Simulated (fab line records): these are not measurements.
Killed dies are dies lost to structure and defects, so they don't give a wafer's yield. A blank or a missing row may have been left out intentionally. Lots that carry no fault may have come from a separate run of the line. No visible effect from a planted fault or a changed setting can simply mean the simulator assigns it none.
fab line records ; flow nandHarc ; part 2 of 2: steps 14 to 23 of 23
[record] lots = 5; wafers = 15; lastDay = 33
route steps=1302 shown A_CHANNEL_HOLE_D1@465
lots with no fault: from the same line, run without faults
startH: hours from the record's opening day to when the first of the lot's shown wafers began ; waitH: hours from the lot's prior step to this one ; " unchanged from the row above ; L1.1+2: one row covering several wafers at once ; - either no value or no given start ; * or withheld: withheld ; < > ~ a bound
route shown NAME@n: NAME is a module with steps in the file, n the number in the route of the first one ; usual: mean and standard deviation over wafers with no fault ; same: alike in all rows ; chamber/n: place in a boat ; sites: per-site readings ; _std_site: their standard deviation ; _edge_site: mean of outer sites minus mean of inner sites ; radiusMm: for every site, how far away it sits from the centre of the wafer ; mask NAME#n: copy n ; behind: the most recent tool/chamber to have shaped the wafer ; hold: why the lot was held/for how many hours/how that ended ; device: which transistor (n, p or np) failed to switch ; end of line: tests run on the same wafers once the route is complete ; a step given without rows: its recipe and nothing more ; killed: dies lost to structure and defects at the first sort, not the wafer's yield ; map: a wafer's dies, marking killed ones x, the rest . and places with no die _
set.NAME: setting as actually run; set.NAME@STEP: the setting as run at that earlier step ; model.NAME: the simulator's own value behind a step, which no gauge read
lots at some steps of the route; a table a step, a row a wafer
services: when a tool's chamber went out of use (startH, in hours from the record's first day, below 0 if earlier), for how many hours, and the reason
[[steps]]
[step NHARC_A_CHANNEL_HOLE_D1_ETCH_26]
[recipe] biasV = 300; sourceW = 2000; pressureMtorr = 30; timeS = 224.1; arFlowSccm = 375; c4f8FlowSccm = 11.4; o2FlowSccm = 113.6; tempC = -20; targetDepthA = 3000; chemistry = C4F8/O2/Ar
[usual] drypumpMotorCurrentA = 5.8/0.57; showerheadPlenumPTorr = 3.71/0.15; throttleValvePct = 24.585/0.0088
lot.wafer;tool;chamber;startH;waitH;drypumpMotorCurrentA;rfHoursCounterH;showerheadPlenumPTorr;throttleValvePct
L077.2;harEtch-01;0;222.00;0.7;5.4;107;3.62;24.587
L077.1;harEtch-01;1;222.00;0.7;5.3;107;3.77;24.593
L077.4;harEtch-01;0;222.00;0.7;5.4;-;3.62;24.574
L081.2;harEtch-01;0;253.40;0.7;5.3;126;3.61;24.588
L081.3;harEtch-01;0;253.40;0.7;5.4;-;3.61;24.567
L081.5;harEtch-01;0;253.40;0.7;5.4;-;3.61;24.612
L085.2;harEtch-01;0;289.30;0.6;5.4;149;3.60;24.583
L085.6;harEtch-01;1;289.30;0.6;5.3;-;3.74;24.576
L085.5;harEtch-01;0;289.30;0.6;5.4;-;3.60;24.590
L084.2;harEtch-02;0;293.52;1.2;5.9;-;3.67;24.571
L084.3;harEtch-02;0;293.52;1.2;5.9;-;3.67;24.586
L084.5;harEtch-02;0;293.52;1.2;5.9;-;3.67;24.580
L097.1;harEtch-02;0;410.06;0.7;5.9;11;3.98;24.589
L097.3;harEtch-02;1;410.06;0.7;6.8;-;3.96;24.593
L097.5;harEtch-02;0;410.06;0.7;5.9;-;3.99;24.583
[step NHARC_A_CHANNEL_HOLE_D1_ETCH_33]
[recipe] biasV = 400; sourceW = 2000; pressureMtorr = 25; timeS = 90; arFlowSccm = 375; c4f8FlowSccm = 41.7; o2FlowSccm = 83.3; tempC = -20; targetDepthA = 4000; chemistry = C4F8/O2/Ar
[usual] drypumpMotorCurrentA = 5.8/0.56; showerheadPlenumPTorr = 3.70/0.14; throttleValvePct = 27.619/0.0083
lot.wafer;tool;chamber;startH;waitH;drypumpMotorCurrentA;rfHoursCounterH;showerheadPlenumPTorr;throttleValvePct
L077.2;harEtch-01;0;222.20;0.2;5.3;107;3.62;27.609
L077.1;harEtch-01;1;222.20;0.2;5.3;107;3.76;27.614
L077.4;harEtch-01;0;222.20;0.2;5.4;-;3.62;27.616
L081.2;harEtch-01;0;253.60;0.2;5.4;126;3.61;27.604
L081.3;harEtch-01;0;253.60;0.2;5.3;-;3.61;27.603
L081.5;harEtch-01;0;253.60;0.2;5.4;-;3.61;27.623
L085.2;harEtch-01;0;289.49;0.2;5.4;149;3.60;27.625
L085.6;harEtch-01;1;289.49;0.2;5.3;-;3.74;27.628
L085.5;harEtch-01;0;289.49;0.2;5.4;-;3.60;27.620
L084.2;harEtch-02;0;293.92;0.3;5.9;-;3.67;27.607
L084.3;harEtch-02;0;293.92;0.3;5.9;-;3.67;27.619
L084.5;harEtch-02;0;293.92;0.3;5.9;-;3.67;27.604
L097.1;harEtch-02;0;410.26;0.2;5.9;12;3.97;27.624
L097.3;harEtch-02;1;410.26;0.2;6.8;-;3.95;27.611
L097.5;harEtch-02;0;410.26;0.2;5.9;-;3.97;27.623
[step NHARC_A_CHANNEL_HOLE_D1_STRIP_41]
[recipe] n2FlowSccm = 150; h2FlowSccm = 150; arFlowSccm = 0; biasW = 0; chemistry = N2/H2
lot.wafer;tool;chamber;startH;waitH
L077.1+4+2;rieDiel-13;1,2,3;222.73;0.5
L081.3+2+5;rieDiel-06;2,0,2;254.12;0.4
L085.2+6+5;rieDiel-06;3,0,1;290.02;0.5
L084.2+3+5;rieDiel-06;0,1,0;294.58;0.6
L097.1+3+5;rieDiel-13;0,2,0;410.80;0.5
[step NHARC_A_CHANNEL_HOLE_D1_STRIP_42]
[recipe] cf4FlowSccm = 100; chf3FlowSccm = 30; arFlowSccm = 0; biasW = 0; chemistry = CF4/CHF3
lot.wafer;tool;chamber;startH;waitH
L077.1+2+4;rieDiel-13;0,1,2;222.82;0.1
L081.3+2+5;rieDiel-06;2,3,1;254.22;0.1
L085.2+5+6;rieDiel-06;1,0,1;290.09;0.1
L084.3+2+5;rieDiel-06;1,0,1;294.67;0.1
L097.1+3+5;rieDiel-13;2,0,3;410.88;0.1
[step NHARC_A_CHANNEL_HOLE_D1_STRIP_43]
[recipe] o2FlowSccm = 400; cosFlowSccm = 20; arFlowSccm = 0; biasW = 0; chemistry = O2/COS
lot.wafer;tool;chamber;startH;waitH
L077.2+4+1;rieDiel-13;0,2,3;222.88;0.1
L081.3+2+5;rieDiel-06;2,0,3;254.28;0.1
L085.2+5+6;rieDiel-06;2,1,2;290.15;0.1
L084.2+3+5;rieDiel-06;2,0,2;294.73;0.1
L097.3+1+5;rieDiel-13;1,2,1;410.95;0.1
[step NHARC_A_CHANNEL_HOLE_D1_ETCH_44]
[recipe] targetDepthA = 1400; overetchA = 140; timeS = 77; ionEnergyEv = 100; cf4FlowSccm = 80; o2FlowSccm = 20; arFlowSccm = 0; rfW = 300; biasW = 100; chemistry = CF4/O2
[usual] biasW = 100.00/0.29; drypumpMotorCurrentA = 5.7/0.42; oesProductAu = 1.002/0.0095; rfVppV = 197.5/1.5; showerheadPlenumPTorr = 1.31/0.065; throttleValvePct = 13.398/0.0088
lot.wafer;tool;chamber;startH;waitH;biasW;drypumpMotorCurrentA;oesProductAu;rfHoursCounterH;rfVppV;showerheadPlenumPTorr;throttleValvePct
L077.2;rieDiel-13;2;222.98;0.1;99.83;5.1;1.000;22;198.3;1.38;13.394
L077.1;rieDiel-13;3;222.98;0.1;100.16;5.6;1.005;23;197.4;1.36;13.413
L077.4;rieDiel-13;0;222.98;0.1;99.57;5.4;0.999;20;199.2;1.36;13.405
L081.2;rieDiel-06;2;254.34;0.1;99.89;5.8;1.010;10;199.5;1.42;13.408
L081.3;rieDiel-06;1;254.34;0.1;99.95;5.6;1.010;10;194.9;1.24;13.400
L081.5;rieDiel-06;3;254.34;0.1;100.16;5.2;1.009;-;197.8;1.34;13.397
L085.2;rieDiel-06;2;290.22;0.1;99.81;5.8;0.994;14;197.0;1.41;13.391
L085.5;rieDiel-06;0;290.22;0.1;100.15;6.4;0.997;-;196.1;1.24;13.395
L085.6;rieDiel-06;1;290.22;0.1;99.84;5.5;1.014;-;196.1;1.24;13.393
L084.2;rieDiel-06;3;294.79;0.1;100.16;5.3;1.005;13;197.2;1.34;13.388
L084.3;rieDiel-06;2;294.79;0.1;99.78;5.8;1.006;14;199.9;1.41;13.389
L084.5;rieDiel-06;3;294.79;0.1;100.20;5.2;1.001;-;198.4;1.34;13.392
L097.3;rieDiel-13;3;411.01;0.1;100.04;5.5;1.010;9;198.5;1.34;13.402
L097.1;rieDiel-13;1;411.01;0.1;100.43;5.9;0.985;16;197.9;1.30;13.404
L097.5;rieDiel-13;0;411.01;0.1;99.39;5.3;1.002;-;199.6;1.35;13.412
[step NHARC_A_CHANNEL_HOLE_D1_STRIP_27]
[recipe] o2FlowSccm = 500; arFlowSccm = 0; biasW = 0; chemistry = O2
[usual] drypumpMotorCurrentA = 5.7/0.4; oesProductAu = 1.004/0.0096; rfVppV = 57.7/1; showerheadPlenumPTorr = 3.50/0.17; throttleValvePct = 17.036/0.01
[same] biasW = 0
lot.wafer;tool;chamber;startH;waitH;drypumpMotorCurrentA;oesProductAu;rfHoursCounterH;rfVppV;showerheadPlenumPTorr;throttleValvePct
L077.4;rieDiel-13;2;-;-;5.1;1.016;22;58.9;3.65;17.040
L077.1;rieDiel-13;3;-;-;5.5;1.002;23;57.1;3.58;17.032
L077.2;rieDiel-13;0;-;-;5.3;0.998;20;57.8;3.58;17.033
L081.3;rieDiel-06;1;-;-;5.6;1.020;10;56.6;3.29;17.032
L081.2;rieDiel-06;2;-;-;5.8;1.018;10;59.0;3.73;17.022
L081.5;rieDiel-06;1;-;-;5.5;1.014;-;57.3;3.29;17.031
L085.2;rieDiel-06;3;-;-;5.3;1.019;13;58.2;3.55;17.046
L085.6;rieDiel-06;3;-;-;5.3;1.007;-;57.8;3.55;17.024
L085.5;rieDiel-06;0;-;-;6.4;0.981;-;57.1;3.30;17.040
L084.3;rieDiel-06;1;-;-;5.6;1.004;14;58.6;3.29;17.025
L084.2;rieDiel-06;2;-;-;5.8;0.988;14;58.0;3.73;17.021
L084.5;rieDiel-06;1;-;-;5.6;0.998;-;58.1;3.29;17.051
L097.1;rieDiel-13;0;-;-;5.3;1.003;16;58.7;3.55;17.039
L097.3;rieDiel-13;1;-;-;5.9;0.993;16;57.3;3.44;17.024
L097.5;rieDiel-13;2;-;-;5.2;1.007;-;56.7;3.62;17.033
[step NHARC_A_CHANNEL_HOLE_D1_PRECLEAN_28]
[recipe] timeS = *; tempC = 50; bathAgeMin = 0; chemistry = SC1
lot.wafer;tool;chamber;startH;waitH
L077.4+1+2;wetBench-01;6,0,2;223.66;-
L081.2+5+3;wetBench-01;0,1,3;255.01;-
L085.6+2+5;wetBench-06;1,4,5;290.86;-
L084.3+2+5;wetBench-06;4,5,0;295.45;-
L097.5+1+3;wetBench-06;0,2,3;411.66;-
[step NHARC_A_CHANNEL_HOLE_D1_SRD_29]
lot.wafer;tool;chamber;startH;waitH
L077.4+1+2;wetBench-01;6,0,2;-;-
L081.2+5+3;wetBench-01;0,1,3;-;-
L085.6+2+5;wetBench-06;1,4,5;-;-
L084.3+2+5;wetBench-06;4,5,0;-;-
L097.5+1+3;wetBench-06;0,2,3;-;-
[step NHARC_A_CHANNEL_HOLE_D1_CD_MEAS_30]
[usual] cdNm = 89.7/1.2
lot.wafer;tool;chamber;startH;waitH;cdNm
L077.1;cdSem-03;-;223.80;-;87.5
L077.2;cdSem-03;-;223.80;-;88.2
L077.4;cdSem-03;-;223.80;-;87.7
L081.2;cdSem-03;-;255.15;-;89.7
L081.3;cdSem-03;-;255.15;-;88.0
L081.5;cdSem-03;-;255.15;-;89.1
L085.2;cdSem-01;-;291.00;-;89.2
L085.5;cdSem-01;-;291.00;-;88.8
L085.6;cdSem-01;-;291.00;-;88.4
L084.2;cdSem-03;-;295.58;-;89.1
L084.3;cdSem-03;-;295.58;-;90.4
L084.5;cdSem-03;-;295.58;-;91.2
L097.1;cdSem-02;-;411.80;-;91.3
L097.3;cdSem-02;-;411.80;-;91.6
L097.5;cdSem-02;-;411.80;-;88.7
[[services]]
tool;chamber;startH;hours;kind
wetBench-06;-;193.62;8.0;pm
rieDiel-03;-;194.11;12.6;repair
rieDiel-06;3;199.18;2.7;repair
rieDiel-06;0;212.71;-;clean
rieDiel-06;1;212.71;-;clean
rieDiel-06;2;212.71;-;clean
rieDiel-06;3;212.71;-;clean
rieDiel-13;-;228.64;1.2;repair
rieDiel-03;3;266.34;8.9;repair
rieDiel-03;0;271.98;3.5;repair
wetBench-01;-;277.60;8.0;pm
rieDiel-03;-;281.39;9.0;pm
rieDiel-03;-;292.01;0.6;repair
wetBench-01;-;304.72;0.9;repair
rieDiel-06;-;307.20;9.0;pm
rieDiel-13;0;330.56;4.9;repair
rieDiel-13;-;343.85;9.0;pm
rieDiel-13;3;356.68;15.5;repair
rieDiel-06;1;367.21;3.6;repair
wetBench-06;-;369.62;8.0;pm
rieDiel-13;2;374.87;1.9;repair
harEtch-02;-;377.00;17.0;pm
rieDiel-03;3;387.53;3.3;repair
rieDiel-06;1;391.73;7.9;repair
